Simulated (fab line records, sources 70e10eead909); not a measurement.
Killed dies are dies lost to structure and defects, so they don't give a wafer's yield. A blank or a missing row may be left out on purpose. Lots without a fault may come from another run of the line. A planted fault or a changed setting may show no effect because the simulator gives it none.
fab line records | flow nand_harc
record lots=5 wafers=15 last_day=31
route steps=1302 shown A_CHANNEL_FILL_D2@633 A_STAIRCASE@639
lots that met no fault: from a run of the same line without faults
start_h: hours from the record's first day to the start of the lot's first wafer shown | wait_h: hours since the lot's step before | " the same as in the row above | L1.1+2: a row that stands for several wafers | - no value, or no start given | * or withheld: withheld | < > ~ a bound
route shown NAME@n: a module of which the file shows steps, and the number in the route of the first | usual: mean/standard deviation of fault-free wafers | same: alike in all rows | chamber/n: place in a boat | sites: the reading at each site | _std_site: their standard deviation | _edge_site: outer sites' mean less inner sites' | radius_mm: how far each site lies from the wafer's centre | mask NAME#n: copy n | behind: the tool/chamber that last shaped the wafer | hold: why the lot was held/for how many hours/how that ended | device: the transistor (n, p or np) that didn't switch | end of line: the same wafers' tests at the end of the route | a step without rows: its recipe alone | killed: dies lost to structure and defects at the first sort, not the wafer's yield | map: a wafer's dies, x killed, . not, _ none there
set.NAME: the setting as run; set.NAME@STEP: as run at that earlier step | model.NAME: the simulator's own value behind a step, which no gauge read
lots at some steps of the route; a table a step, a row a wafer
services: from which hour (start_h, from the record's first day; less than 0 if before it) a tool's chamber was out of use, for how many hours, and why
## steps
# step NHARC_A_CHANNEL_FILL_D2_CMP_10
# recipe target_thk_nm=150
# usual motor_current_A=11.5/0.83 retaining_ring_pressure_frac=1.000/0.0048 time_to_endpoint_s=14.7/2.7
# columns lot.wafer tool chamber start_h wait_h motor_current_A retaining_ring_pressure_frac time_to_endpoint_s
L078.2 cmp-03 0 390.65 0.4 10.3 0.993 12.6
L078.3 " 3 " " 12.4 0.997 14.8
L078.5 " 1 " " 12.6 1.003 18.6
L082.2 cmp-03 0 432.61 0.4 10.5 1.014 11.3
L082.5 " 2 " " 11.9 1.003 12.8
L082.6 " 3 " " 11.4 1.003 7.5
L083.1 cmp-03 1 452.46 0.4 12.7 1.001 15.7
L083.3 " 3 " " 12.3 0.994 12.1
L083.6 " 1 " " 12.8 0.999 19.2
L089.3 cmp-04 1 496.02 0.4 11.6 1.003 14.9
L089.4 " 3 " " 10.8 1.006 19.1
L089.5 " 2 " " 10.6 0.996 12.5
L093.3 cmp-04 1 529.91 0.4 11.2 0.997 13.9
L093.2 " 2 " " 11.0 0.997 11.7
L093.4 " 3 " " 10.4 0.997 16.6
# step NHARC_A_CHANNEL_FILL_D2_SRD_12
# columns lot.wafer tool chamber start_h wait_h
L078.2+3+5 wet_bench-05 5,6,7 390.94 0.0
L082.6+5+2 wet_bench-03 0,2,4 432.86 0.0
L083.3+6+1 wet_bench-05 5,7,0 452.74 0.0
L089.5+4+3 wet_bench-03 3,4,7 496.32 0.0
L093.2+4+3 wet_bench-01 6,0,2 530.21 0.0
# step NHARC_A_CHANNEL_FILL_D2_RTA_24
# recipe temp_c=1000 time_s=5
# usual lamp_power_pct=31/3.3 lamp_zone_6_pct=31/3.3 wafer_temp_C_max=1004.4/1.9
# columns lot.wafer tool chamber start_h wait_h lamp_power_pct lamp_zone_6_pct wafer_temp_C_max
L078.2 rtp_anneal-02 0 391.09 0.1 34 34 1002.7
L078.3 " 0 " " 34 34 1002.7
L078.5 " 0 " " 34 34 1003.3
L082.2 rtp_anneal-02 0 433.00 0.1 34 34 1003.6
L082.5 " 0 " " 34 34 1003.0
L082.6 " 0 " " 34 34 1002.1
L083.1 rtp_anneal-01 0 452.85 0.0 27 27 1006.3
L083.3 " 0 " " 27 27 1005.4
L083.6 " 0 " " 27 27 1008.0
L089.3 rtp_anneal-02 0 496.49 0.1 34 34 1003.2
L089.4 " 0 " " 34 34 1003.2
L089.5 " 0 " " 34 34 1003.6
L093.2 rtp_anneal-02 0 530.36 0.1 34 34 1002.8
L093.3 " 0 " " 34 34 1003.2
L093.4 " 0 " " 34 34 1002.3
# step NHARC_A_CHANNEL_FILL_D2_INSPECT_13
# usual raw_defect_count=392/120
# columns lot.wafer tool chamber start_h wait_h raw_defect_count
L078.2 defect_inspect-01 - 391.26 0.1 603
L078.3 " - " " 381
L078.5 " - " " 534
L082.2 defect_inspect-01 - 433.17 0.1 433
L082.5 " - " " 391
L082.6 " - " " 448
L083.1 defect_inspect-02 - 453.05 0.2 588
L083.3 " - " " 635
L083.6 " - " " 939
L089.3 defect_inspect-01 - 496.64 0.1 387
L089.4 " - " " 509
L089.5 " - " " 309
L093.2 defect_inspect-02 - 530.53 0.1 324
L093.3 " - " " 256
L093.4 " - " " 295
# step NHARC_A_STAIRCASE_DEP_156
# recipe target_thk_a=500 temp_c=400 target_thk_nm=50 flow_sccm=200 rf_w=450 material=SiNx
# usual heater_power_outer_w=420/62 heater_power_w=715/84 showerhead_vpp_V=1280/77
# columns lot.wafer tool chamber start_h wait_h heater_power_outer_w heater_power_w showerhead_vpp_V
L078.2 pecvd-02 2 391.33 0.1 496 879 1271
L078.3 " 1 " " 408 632 1180
L078.5 " 1 " " 417 621 1171
L082.2 pecvd-04 2 433.30 0.1 306 602 1272
L082.5 " 1 " " 364 665 1427
L082.6 " 2 " " 310 630 1268
L083.3 pecvd-01 2 453.56 0.5 542 882 1363
L083.1 " 0 " " 488 822 1245
L083.6 " 0 " " 498 814 1242
L089.3 pecvd-02 2 496.83 0.2 483 871 1256
L089.5 " 1 " " 410 591 1158
L089.4 " 2 " " 479 857 1256
L093.2 pecvd-04 1 530.62 0.1 449 732 1433
L093.3 " 2 " " 283 595 1266
L093.4 " 2 " " 294 597 1268
# step NHARC_A_STAIRCASE_DEHYDRATE_158
# recipe temp_c=150 time_s=120
# usual resist_line_temp_C=23.00/0.12
# columns lot.wafer tool chamber start_h wait_h resist_line_temp_C
L078.2 litho_track-03 0 391.60 0.2 22.92
L078.3 " 0 " " 22.99
L078.5 " 0 " " 23.12
L082.2 litho_track-02 0 433.51 0.2 23.01
L082.5 " 0 " " 22.80
L082.6 " 0 " " 23.08
L083.1 litho_track-05 0 453.81 0.2 23.31
L083.3 " 0 " " 23.08
L083.6 " 0 " " 23.24
L089.3 litho_track-03 0 497.05 0.2 23.19
L089.4 " 0 " " 23.15
L089.5 " 0 " " 23.29
L093.2 litho_track-02 0 530.87 0.2 22.86
L093.3 " 0 " " 22.97
L093.4 " 0 " " 23.00
# step NHARC_A_STAIRCASE_HMDS_159
# recipe time_s=30
# usual resist_line_temp_C=22.99/0.12
# columns lot.wafer tool chamber start_h wait_h resist_line_temp_C
L078.2 litho_track-03 0 - - 22.89
L078.3 " 0 " " 23.11
L078.5 " 0 " " 22.84
L082.2 litho_track-02 0 - - 23.10
L082.5 " 0 " " 23.01
L082.6 " 0 " " 22.99
L083.1 litho_track-05 0 - - 22.97
L083.3 " 0 " " 22.87
L083.6 " 0 " " 23.00
L089.3 litho_track-03 0 - - 22.98
L089.4 " 0 " " 23.05
L089.5 " 0 " " 22.82
L093.2 litho_track-02 0 - - 22.91
L093.3 " 0 " " 22.79
L093.4 " 0 " " 22.82
# step NHARC_A_STAIRCASE_COAT_160
# recipe spin_rpm=1200
# usual resist_line_temp_C=22.99/0.11
# columns lot.wafer tool chamber start_h wait_h resist_line_temp_C
L078.2 litho_track-03 0 - - 22.89
L078.3 " 0 " " 22.92
L078.5 " 0 " " 22.96
L082.2 litho_track-02 0 - - 22.92
L082.5 " 0 " " 22.82
L082.6 " 0 " " 22.79
L083.1 litho_track-05 0 - - 22.97
L083.3 " 0 " " 23.07
L083.6 " 0 " " 23.00
L089.3 litho_track-03 0 - - 23.04
L089.4 " 0 " " 22.89
L089.5 " 0 " " 22.85
L093.2 litho_track-02 0 - - 23.00
L093.3 " 0 " " 22.82
L093.4 " 0 " " 22.96
# step NHARC_A_STAIRCASE_SOFTBAKE_161
# recipe temp_c=135 time_s=170
# usual resist_line_temp_C=23.01/0.12
# columns lot.wafer tool chamber start_h wait_h resist_line_temp_C
L078.2 litho_track-03 0 - - 23.14
L078.3 " 0 " " 23.16
L078.5 " 0 " " 22.98
L082.2 litho_track-02 0 - - 23.06
L082.5 " 0 " " 22.85
L082.6 " 0 " " 22.93
L083.1 litho_track-05 0 - - 23.09
L083.3 " 0 " " 23.00
L083.6 " 0 " " 23.00
L089.3 litho_track-03 0 - - 23.05
L089.4 " 0 " " 23.00
L089.5 " 0 " " 23.10
L093.2 litho_track-02 0 - - 23.02
L093.3 " 0 " " 23.13
L093.4 " 0 " " 23.11
# step NHARC_A_STAIRCASE_EBR_162
# usual resist_line_temp_C=23.01/0.1
# columns lot.wafer tool chamber start_h wait_h resist_line_temp_C
L078.2 litho_track-03 0 - - 22.92
L078.3 " 0 " " 22.85
L078.5 " 0 " " 22.91
L082.2 litho_track-02 0 - - 23.02
L082.5 " 0 " " 23.08
L082.6 " 0 " " 23.11
L083.1 litho_track-05 0 - - 22.92
L083.3 " 0 " " 22.92
L083.6 " 0 " " 23.07
L089.3 litho_track-03 0 - - 23.06
L089.4 " 0 " " 22.95
L089.5 " 0 " " 22.86
L093.2 litho_track-02 0 - - 23.01
L093.3 " 0 " " 23.15
L093.4 " 0 " " 23.05
# step NHARC_A_STAIRCASE_EXPOSE_163
# recipe na=0.5 dose_mj=20.01 mask_id=STAIR_OPEN
# columns lot.wafer tool chamber start_h wait_h mask
L078.2+3+5 krf_scanner-03 0 391.94 - STAIR_OPEN#0
L082.2+5+6 krf_scanner-04 0 433.85 - STAIR_OPEN#0
L083.1+3+6 krf_scanner-04 0 454.14 - STAIR_OPEN#0
L089.3+4+5 krf_scanner-03 0 497.39 - STAIR_OPEN#0
L093.2+3+4 krf_scanner-02 0 531.08 - STAIR_OPEN#0
# step NHARC_A_STAIRCASE_PEB_164
# recipe peb_temp_c=115 peb_time_s=130
# usual resist_line_temp_C=22.98/0.1
# columns lot.wafer tool chamber start_h wait_h resist_line_temp_C
L078.2 litho_track-03 0 392.00 0.1 22.77
L078.3 " 0 " " 22.84
L078.5 " 0 " " 22.98
L082.2 litho_track-05 0 433.91 0.1 22.97
L082.5 " 0 " " 23.03
L082.6 " 0 " " 22.96
L083.1 litho_track-02 0 454.21 0.1 23.07
L083.3 " 0 " " 23.06
L083.6 " 0 " " 22.97
L089.3 litho_track-02 0 497.45 0.0 22.87
L089.4 " 0 " " 23.04
L089.5 " 0 " " 23.06
L093.2 litho_track-03 0 531.14 0.1 22.84
L093.3 " 0 " " 22.97
L093.4 " 0 " " 22.96
# step NHARC_A_STAIRCASE_DEVELOP_165
# recipe time_s=140
# usual resist_line_temp_C=22.99/0.12
# columns lot.wafer tool chamber start_h wait_h resist_line_temp_C
L078.2 litho_track-03 0 - - 22.94
L078.3 " 0 " " 22.91
L078.5 " 0 " " 22.98
L082.2 litho_track-05 0 - - 22.91
L082.5 " 0 " " 22.94
L082.6 " 0 " " 23.07
L083.1 litho_track-02 0 - - 23.05
L083.3 " 0 " " 22.91
L083.6 " 0 " " 22.99
L089.3 litho_track-02 0 - - 23.08
L089.4 " 0 " " 23.04
L089.5 " 0 " " 23.01
L093.2 litho_track-03 0 - - 23.04
L093.3 " 0 " " 22.96
L093.4 " 0 " " 23.08
# step NHARC_A_STAIRCASE_HARDBAKE_167
# recipe temp_c=120 time_s=140
# usual resist_line_temp_C=23.00/0.11
# columns lot.wafer tool chamber start_h wait_h resist_line_temp_C
L078.2 litho_track-03 0 392.22 - 22.95
L078.3 " 0 " " 23.04
L078.5 " 0 " " 22.94
L082.2 litho_track-03 0 434.13 - 22.94
L082.5 " 0 " " 22.93
L082.6 " 0 " " 22.97
L083.1 litho_track-05 0 454.43 - 23.16
L083.3 " 0 " " 23.06
L083.6 " 0 " " 23.01
L089.3 litho_track-02 0 497.67 - 23.30
L089.4 " 0 " " 23.15
L089.5 " 0 " " 23.26
L093.2 litho_track-02 0 531.36 - 22.95
L093.3 " 0 " " 22.95
L093.4 " 0 " " 22.97
# step NHARC_A_STAIRCASE_DESCUM_168
# recipe time_s=3 o2_flow_sccm=200 ar_flow_sccm=0 bias_power_w=0 chemistry=O2
# usual drypump_motor_current_A=5.5/0.38 o2_flow_sccm=200.0/0.53 oes_product_au=1.002/0.0095 rf_vpp_V=57.8/0.9 showerhead_plenum_p_Torr=1.93/0.096 throttle_valve_pct=11.311/0.0094
# columns lot.wafer tool chamber start_h wait_h drypump_motor_current_A o2_flow_sccm oes_product_au rf_hours_counter_h rf_vpp_V showerhead_plenum_p_Torr throttle_valve_pct
L078.3 rie_diel-09 0 392.33 - 5.8 199.4 1.021 18 57.8 2.05 11.306
L078.2 " 1 " " 5.5 200.8 1.017 20 57.4 1.83 11.306
L078.5 " 3 " " 4.9 200.2 1.010 - 56.6 1.92 11.307
L082.2 rie_diel-03 1 434.23 - 5.6 200.7 1.002 41 57.3 1.95 11.308
L082.5 " 0 " " 6.1 201.4 1.003 - 56.7 1.83 11.307
L082.6 " 1 " " 5.6 199.3 1.014 - 57.8 1.95 11.317
L083.3 rie_diel-09 2 454.52 - 5.6 199.3 1.002 40 55.6 1.83 11.326
L083.1 " 1 " " 5.5 200.0 1.010 42 58.0 1.82 11.316
L083.6 " 3 " " 4.9 201.2 1.006 - 55.7 1.92 11.325
L089.3 rie_diel-06 3 497.75 - 5.4 199.9 0.996 4 60.4 2.05 11.293
L089.4 " 0 " " 5.4 200.2 0.993 4 59.7 2.03 11.312
L089.5 " 3 " " 5.4 199.9 0.994 - 59.0 2.05 11.316
L093.2 rie_diel-09 3 531.45 - 4.8 200.2 1.001 9 57.7 1.91 11.308
L093.4 " 1 " " 5.5 199.7 1.001 8 57.6 1.81 11.310
L093.3 " 2 " " 5.6 199.9 1.010 8 57.4 1.82 11.307
# step NHARC_A_STAIRCASE_ETCH_169
# recipe target_depth_a=500 time_s=107.1 ion_energy_ev=120 ch3f_flow_sccm=50 o2_flow_sccm=30 ar_flow_sccm=200 rf_w=500 bias_w=100 chemistry=CH3F/O2
# usual drypump_motor_current_A=5.5/0.38 o2_flow_sccm=30.01/0.086 oes_product_au=0.960/0.018 rf_vpp_V=244.7/1.8 showerhead_plenum_p_Torr=2.48/0.12 throttle_valve_pct=20.664/0.0093
# columns lot.wafer tool chamber start_h wait_h drypump_motor_current_A o2_flow_sccm oes_product_au rf_hours_counter_h rf_vpp_V showerhead_plenum_p_Torr throttle_valve_pct
L078.3 rie_diel-09 3 392.40 0.1 4.9 30.14 0.977 17 244.2 2.47 20.652
L078.2 " 0 " " 5.8 29.95 0.995 18 246.6 2.63 20.660
L078.5 " 3 " " 4.9 30.02 0.969 - 243.6 2.47 20.665
L082.2 rie_diel-03 0 434.35 0.1 6.1 30.10 0.934 42 243.0 2.36 20.635
L082.6 " 3 " " 5.9 30.09 0.943 - 242.1 2.37 20.657
L082.5 " 0 " " 6.1 30.11 0.942 - 243.7 2.36 20.677
L083.3 rie_diel-09 2 454.61 0.1 5.6 30.19 0.919 40 242.1 2.36 20.669
L083.1 " 3 " " 4.9 30.12 0.927 37 244.5 2.46 20.649
L083.6 " 2 " " 5.6 30.02 0.926 - 243.4 2.36 20.659
L089.3 rie_diel-06 0 497.92 0.2 5.5 30.02 0.931 4 247.9 2.61 20.651
L089.4 " 1 " " 4.8 30.11 0.964 2 244.1 2.38 20.654
L089.5 " 1 " " 4.9 30.05 0.962 - 243.8 2.38 20.662
L093.4 rie_diel-09 1 531.59 0.1 5.5 29.98 0.950 8 242.6 2.33 20.666
L093.3 " 2 " " 5.6 29.88 0.956 8 242.4 2.35 20.645
L093.2 " 3 " " 4.9 30.09 0.948 9 243.9 2.45 20.662
# step NHARC_A_STAIRCASE_ETCH_170
# recipe target_depth_a=2000 time_s=66.667 ion_energy_ev=250 c4f6_flow_sccm=25 o2_flow_sccm=20 ar_flow_sccm=500 rf_w=600 bias_w=500 chemistry=C4F6/O2
# usual drypump_motor_current_A=5.5/0.38 o2_flow_sccm=20.00/0.065 oes_product_au=0.975/0.014 rf_vpp_V=547/3.7 showerhead_plenum_p_Torr=3.95/0.18 throttle_valve_pct=26.903/0.0088
# columns lot.wafer tool chamber start_h wait_h drypump_motor_current_A o2_flow_sccm oes_product_au rf_hours_counter_h rf_vpp_V showerhead_plenum_p_Torr throttle_valve_pct
L078.3 rie_diel-09 2 - - 5.6 19.97 0.973 19 544 3.78 26.893
L078.2 " 0 " " 5.8 19.95 1.003 18 552 4.18 26.918
L078.5 " 2 " " 5.6 19.96 0.972 - 543 3.78 26.915
L082.2 rie_diel-03 0 - - 6.1 19.97 0.965 42 544 3.77 26.903
L082.5 " 1 " " 5.6 19.98 0.963 - 548 3.99 26.910
L082.6 " 2 " " 6.0 20.00 0.998 - 549 3.99 26.899
L083.1 rie_diel-09 1 - - 5.5 19.96 0.942 42 543 3.75 26.911
L083.3 " 2 " " 5.6 19.91 0.949 40 545 3.77 26.906
L083.6 " 0 " " 5.8 20.02 0.941 - 551 4.17 26.887
L089.4 rie_diel-06 0 - - 5.5 20.03 0.982 4 553 4.15 26.909
L089.3 " 2 " " 5.7 20.00 0.960 2 551 4.19 26.892
L089.5 " 0 " " 5.5 20.00 0.965 - 552 4.15 26.916
L093.2 rie_diel-09 3 - - 4.9 20.06 0.968 9 547 3.91 26.913
L093.3 " 0 " " 5.8 20.04 0.984 9 551 4.16 26.916
L093.4 " 1 " " 5.5 19.95 0.972 8 543 3.73 26.899
# step NHARC_A_STAIRCASE_STRIP_171
# recipe power_w=1500 temp_c=250 chemistry=O2
# usual drypump_motor_current_A=5.2/0.37 heater_power_w=346/14
# columns lot.wafer tool chamber start_h wait_h drypump_motor_current_A heater_power_w rf_hours_counter_h
L078.2 plasma_asher-02 0 392.69 - 5.3 330 28
L078.3 " 1 " " 4.7 357 -
L078.5 " 0 " " 5.3 328 -
L082.2 plasma_asher-02 1 436.53 - 4.7 362 1
L082.6 " 0 " " 5.4 326 -
L082.5 " 1 " " 4.7 355 -
L083.1 plasma_asher-02 1 455.65 - 4.7 358 11
L083.3 " 1 " " 4.7 358 -
L083.6 " 1 " " 4.7 360 -
L089.3 plasma_asher-02 0 498.25 - 5.4 331 -
L089.4 " 1 " " 4.7 363 -
L089.5 " 1 " " 4.7 361 -
L093.2 plasma_asher-02 1 531.87 - 4.7 366 40
L093.4 " 0 " " 5.3 330 -
L093.3 " 1 " " 4.7 355 -
# step NHARC_A_STAIRCASE_STRIP_172
# recipe time_s=900 temp_c=130 chemistry=SPM
# columns lot.wafer tool chamber start_h wait_h
L078.2+5+3 wet_bench-06 2,3,6 393.00 0.3
L082.2+6+5 wet_bench-07 3,4,5 436.84 0.3
L083.3+1+6 wet_bench-07 1,3,5 455.96 0.2
L089.4+3+5 wet_bench-02 6,7,0 498.50 0.2
L093.3+4+2 wet_bench-07 2,3,6 532.16 0.2
# step NHARC_A_STAIRCASE_PRECLEAN_173
# recipe time_s=* temp_c=50 bath_age_min=0 chemistry=SC1
# columns lot.wafer tool chamber start_h wait_h
L078.2+5+3 wet_bench-06 2,3,6 - -
L082.2+6+5 wet_bench-07 3,4,5 - -
L083.3+1+6 wet_bench-07 1,3,5 - -
L089.4+3+5 wet_bench-02 6,7,0 - -
L093.3+4+2 wet_bench-07 2,3,6 - -
# step NHARC_A_STAIRCASE_SRD_174
# columns lot.wafer tool chamber start_h wait_h
L078.2+5+3 wet_bench-06 2,3,6 - -
L082.2+6+5 wet_bench-07 3,4,5 - -
L083.3+1+6 wet_bench-07 1,3,5 - -
L089.4+3+5 wet_bench-02 6,7,0 - -
L093.3+4+2 wet_bench-07 2,3,6 - -
# step NHARC_A_STAIRCASE_DEHYDRATE_01
# recipe temp_c=150 time_s=120
# usual resist_line_temp_C=23.02/0.1
# columns lot.wafer tool chamber start_h wait_h resist_line_temp_C
L078.2 litho_track-03 0 393.45 - 23.19
L078.3 " 0 " " 22.91
L078.5 " 0 " " 23.11
L082.2 litho_track-05 0 437.28 - 23.10
L082.5 " 0 " " 22.98
L082.6 " 0 " " 22.94
L083.1 litho_track-02 0 456.40 - 23.08
L083.3 " 0 " " 22.94
L083.6 " 0 " " 23.07
L089.3 litho_track-03 0 498.96 - 23.10
L089.4 " 0 " " 22.91
L089.5 " 0 " " 23.07
L093.2 litho_track-02 0 532.62 - 22.90
L093.3 " 0 " " 23.09
L093.4 " 0 " " 22.92
# step NHARC_A_STAIRCASE_HMDS_02
# recipe time_s=30
# usual resist_line_temp_C=22.99/0.12
# columns lot.wafer tool chamber start_h wait_h resist_line_temp_C
L078.2 litho_track-03 0 - - 22.85
L078.3 " 0 " " 23.12
L078.5 " 0 " " 23.03
L082.2 litho_track-05 0 - - 22.93
L082.5 " 0 " " 22.89
L082.6 " 0 " " 23.06
L083.1 litho_track-02 0 - - 23.05
L083.3 " 0 " " 22.99
L083.6 " 0 " " 23.02
L089.3 litho_track-03 0 - - 22.91
L089.4 " 0 " " 22.96
L089.5 " 0 " " 22.83
L093.2 litho_track-02 0 - - 23.00
L093.3 " 0 " " 22.94
L093.4 " 0 " " 23.00
# step NHARC_A_STAIRCASE_COAT_03
# recipe spin_rpm=1200
# usual resist_line_temp_C=23.01/0.11
# columns lot.wafer tool chamber start_h wait_h resist_line_temp_C
L078.2 litho_track-03 0 - - 23.11
L078.3 " 0 " " 23.11
L078.5 " 0 " " 23.12
L082.2 litho_track-05 0 - - 23.02
L082.5 " 0 " " 23.02
L082.6 " 0 " " 22.92
L083.1 litho_track-02 0 - - 22.93
L083.3 " 0 " " 22.94
L083.6 " 0 " " 23.00
L089.3 litho_track-03 0 - - 23.06
L089.4 " 0 " " 23.00
L089.5 " 0 " " 22.81
L093.2 litho_track-02 0 - - 23.08
L093.3 " 0 " " 22.93
L093.4 " 0 " " 23.04
# step NHARC_A_STAIRCASE_SOFTBAKE_04
# recipe temp_c=135 time_s=170
# usual resist_line_temp_C=22.99/0.1
# columns lot.wafer tool chamber start_h wait_h resist_line_temp_C
L078.2 litho_track-03 0 - - 23.23
L078.3 " 0 " " 23.21
L078.5 " 0 " " 23.04
L082.2 litho_track-05 0 - - 22.94
L082.5 " 0 " " 23.05
L082.6 " 0 " " 22.96
L083.1 litho_track-02 0 - - 23.02
L083.3 " 0 " " 22.96
L083.6 " 0 " " 23.02
L089.3 litho_track-03 0 - - 23.02
L089.4 " 0 " " 23.08
L089.5 " 0 " " 23.11
L093.2 litho_track-02 0 - - 23.03
L093.3 " 0 " " 22.80
L093.4 " 0 " " 22.93
# step NHARC_A_STAIRCASE_EBR_05
# usual resist_line_temp_C=23.02/0.11
# columns lot.wafer tool chamber start_h wait_h resist_line_temp_C
L078.2 litho_track-03 0 - - 22.89
L078.3 " 0 " " 23.03
L078.5 " 0 " " 22.93
L082.2 litho_track-05 0 - - 22.88
L082.5 " 0 " " 23.05
L082.6 " 0 " " 22.89
L083.1 litho_track-02 0 - - 22.98
L083.3 " 0 " " 23.14
L083.6 " 0 " " 23.09
L089.3 litho_track-03 0 - - 23.06
L089.4 " 0 " " 23.13
L089.5 " 0 " " 23.10
L093.2 litho_track-02 0 - - 23.14
L093.3 " 0 " " 23.11
L093.4 " 0 " " 23.06
# step NHARC_A_STAIRCASE_EXPOSE_06
# recipe na=0.5 dose_mj=25.43 mask_id=STAIR
# columns lot.wafer tool chamber start_h wait_h mask
L078.2+3+5 krf_scanner-04 0 393.79 - STAIR#0
L082.2+5+6 krf_scanner-02 0 437.49 - STAIR#0
L083.1+3+6 krf_scanner-04 0 456.74 - STAIR#0
L089.3+4+5 krf_scanner-03 0 499.30 - STAIR#0
L093.2+3+4 krf_scanner-02 0 532.95 - STAIR#0
# step NHARC_A_STAIRCASE_PEB_07
# recipe peb_temp_c=115 peb_time_s=130
# usual resist_line_temp_C=23.00/0.11
# columns lot.wafer tool chamber start_h wait_h resist_line_temp_C
L078.2 litho_track-03 0 393.85 0.1 22.86
L078.3 " 0 " " 22.99
L078.5 " 0 " " 22.84
L082.2 litho_track-02 0 437.56 0.1 22.93
L082.5 " 0 " " 22.84
L082.6 " 0 " " 22.73
L083.1 litho_track-05 0 456.80 0.1 23.04
L083.3 " 0 " " 23.00
L083.6 " 0 " " 22.95
L089.3 litho_track-02 0 499.36 0.0 22.95
L089.4 " 0 " " 23.02
L089.5 " 0 " " 22.99
L093.2 litho_track-03 0 533.01 0.1 23.02
L093.3 " 0 " " 22.95
L093.4 " 0 " " 23.15
# step NHARC_A_STAIRCASE_DEVELOP_08
# recipe time_s=140
# usual resist_line_temp_C=23.01/0.11
# columns lot.wafer tool chamber start_h wait_h resist_line_temp_C
L078.2 litho_track-03 0 - - 23.10
L078.3 " 0 " " 22.87
L078.5 " 0 " " 23.01
L082.2 litho_track-02 0 - - 22.86
L082.5 " 0 " " 22.90
L082.6 " 0 " " 22.99
L083.1 litho_track-05 0 - - 23.01
L083.3 " 0 " " 23.08
L083.6 " 0 " " 23.02
L089.3 litho_track-02 0 - - 22.89
L089.4 " 0 " " 23.04
L089.5 " 0 " " 23.00
L093.2 litho_track-03 0 - - 22.94
L093.3 " 0 " " 23.03
L093.4 " 0 " " 23.11
# step NHARC_A_STAIRCASE_HARDBAKE_10
# recipe temp_c=120 time_s=140
# usual resist_line_temp_C=22.98/0.11
# columns lot.wafer tool chamber start_h wait_h resist_line_temp_C
L078.2 litho_track-03 0 394.08 - 23.01
L078.3 " 0 " " 23.08
L078.5 " 0 " " 23.00
L082.2 litho_track-05 0 437.78 - 23.14
L082.5 " 0 " " 23.06
L082.6 " 0 " " 23.20
L083.1 litho_track-05 0 457.02 - 23.11
L083.3 " 0 " " 23.00
L083.6 " 0 " " 23.05
L089.3 litho_track-03 0 499.58 - 23.19
L089.4 " 0 " " 22.90
L089.5 " 0 " " 23.01
L093.2 litho_track-02 0 533.24 - 22.97
L093.3 " 0 " " 22.98
L093.4 " 0 " " 22.98
# step NHARC_A_STAIRCASE_DESCUM_11
# recipe time_s=3 o2_flow_sccm=200 ar_flow_sccm=0 bias_power_w=0 chemistry=O2
# usual drypump_motor_current_A=5.6/0.39 o2_flow_sccm=199.9/0.5 oes_product_au=0.999/0.011 rf_vpp_V=57.8/0.92 showerhead_plenum_p_Torr=1.92/0.09 throttle_valve_pct=11.313/0.0094
# columns lot.wafer tool chamber start_h wait_h drypump_motor_current_A o2_flow_sccm oes_product_au rf_hours_counter_h rf_vpp_V showerhead_plenum_p_Torr throttle_valve_pct
L078.3 rie_diel-06 1 394.16 - 4.9 199.5 0.984 31 56.3 1.86 11.320
L078.2 " 3 " " 5.4 199.5 1.003 27 58.3 2.07 11.305
L078.5 " 1 " " 4.8 199.8 0.989 - 57.1 1.86 11.328
L082.2 rie_diel-09 1 437.86 - 5.5 200.6 1.010 39 57.6 1.82 11.320
L082.6 " 1 " " 5.5 200.1 1.008 - 55.8 1.82 11.309
L082.5 " 2 " " 5.6 201.3 1.014 - 56.6 1.83 11.311
L083.1 rie_diel-09 1 457.12 - 5.5 200.0 1.011 42 56.9 1.82 11.308
L083.3 " 2 " " 5.6 199.8 0.994 40 57.6 1.83 11.320
L083.6 " 1 " " 5.5 200.6 1.011 - 56.8 1.82 11.298
L089.4 rie_diel-06 1 499.67 - 4.8 199.1 1.016 2 58.0 1.85 11.309
L089.3 " 3 " " 5.4 199.7 1.007 4 58.7 2.05 11.296
L089.5 " 1 " " 4.8 199.6 1.011 - 59.3 1.85 11.303
L093.4 rie_diel-09 3 533.32 - 4.8 199.7 1.006 9 58.4 1.91 11.287
L093.2 " 1 " " 5.5 200.1 0.993 8 58.2 1.81 11.310
L093.3 " 2 " " 5.6 200.0 1.009 8 58.9 1.82 11.322
# step NHARC_A_STAIRCASE_TRIM_12
# recipe time_s=211.2 o2_flow_sccm=500 ar_flow_sccm=0 bias_w=0 chemistry=O2
# usual drypump_motor_current_A=5.6/0.37 o2_flow_sccm=499.6/1.5 oes_product_au=1.001/0.0097 rf_vpp_V=57.9/0.83 showerhead_plenum_p_Torr=3.55/0.15 throttle_valve_pct=17.036/0.0092
# columns lot.wafer tool chamber start_h wait_h drypump_motor_current_A o2_flow_sccm oes_product_au rf_hours_counter_h rf_vpp_V showerhead_plenum_p_Torr throttle_valve_pct
L078.3 rie_diel-06 3 394.26 0.1 5.4 499.8 0.998 27 58.3 3.79 17.038
L078.2 " 1 " " 4.9 499.5 0.994 31 58.3 3.44 17.033
L078.5 " 3 " " 5.4 500.4 1.000 - 58.9 3.79 17.039
L082.2 rie_diel-09 3 437.95 0.1 4.9 500.9 1.013 34 58.6 3.54 17.046
L082.5 " 3 " " 4.9 500.1 1.011 - 59.0 3.54 17.037
L082.6 " 0 " " 5.8 498.1 1.013 - 57.8 3.76 17.017
L083.1 rie_diel-09 2 457.21 0.1 5.5 498.2 1.004 40 57.4 3.39 17.029
L083.3 " 3 " " 4.9 501.4 1.007 37 57.7 3.54 17.030
L083.6 " 3 " " 4.9 501.6 1.009 - 58.9 3.54 17.045
L089.4 rie_diel-06 3 499.76 0.1 5.4 500.4 0.997 4 59.8 3.77 17.034
L089.3 " 1 " " 4.8 498.3 1.020 2 57.3 3.42 17.036
L089.5 " 3 " " 5.4 499.3 0.999 - 58.5 3.77 17.036
L093.2 rie_diel-09 1 533.41 0.1 5.5 500.1 1.015 8 57.2 3.35 17.028
L093.3 " 3 " " 4.9 501.8 1.015 9 57.9 3.52 17.039
L093.4 " 0 " " 5.8 500.2 1.017 9 57.2 3.74 17.044
## services
# columns tool chamber start_h hours kind
wet_bench-06 - 369.60 8.0 pm
rie_diel-06 2 377.73 5.2 repair
cmp-03 - 394.07 3.4 repair
krf_scanner-03 - 396.00 4.0 pm
litho_track-02 - 402.00 7.0 pm
rie_diel-09 0 406.89 7.1 repair
wet_bench-02 - 420.00 8.0 pm
plasma_asher-02 - 426.65 9.0 pm
krf_scanner-02 - 438.00 4.0 pm
rie_diel-06 1 445.42 16.8 repair
litho_track-03 - 450.00 7.0 pm
cmp-03 - 456.00 4.0 pm
rie_diel-03 - 459.15 9.0 pm
cmp-03 - 461.91 2.4 repair
rie_diel-06 - 472.81 0.5 repair
litho_track-05 - 474.00 7.0 pm
krf_scanner-02 - 483.50 0.6 repair
rie_diel-06 - 484.44 9.0 pm
cmp-03 - 488.93 0.5 repair
rie_diel-09 - 499.72 9.0 pm
rie_diel-06 3 508.98 12.6 repair
wet_bench-07 - 512.05 8.0 pm
krf_scanner-04 - 526.00 4.0 pm
krf_scanner-04 - 531.83 0.8 repair
## key
fault none
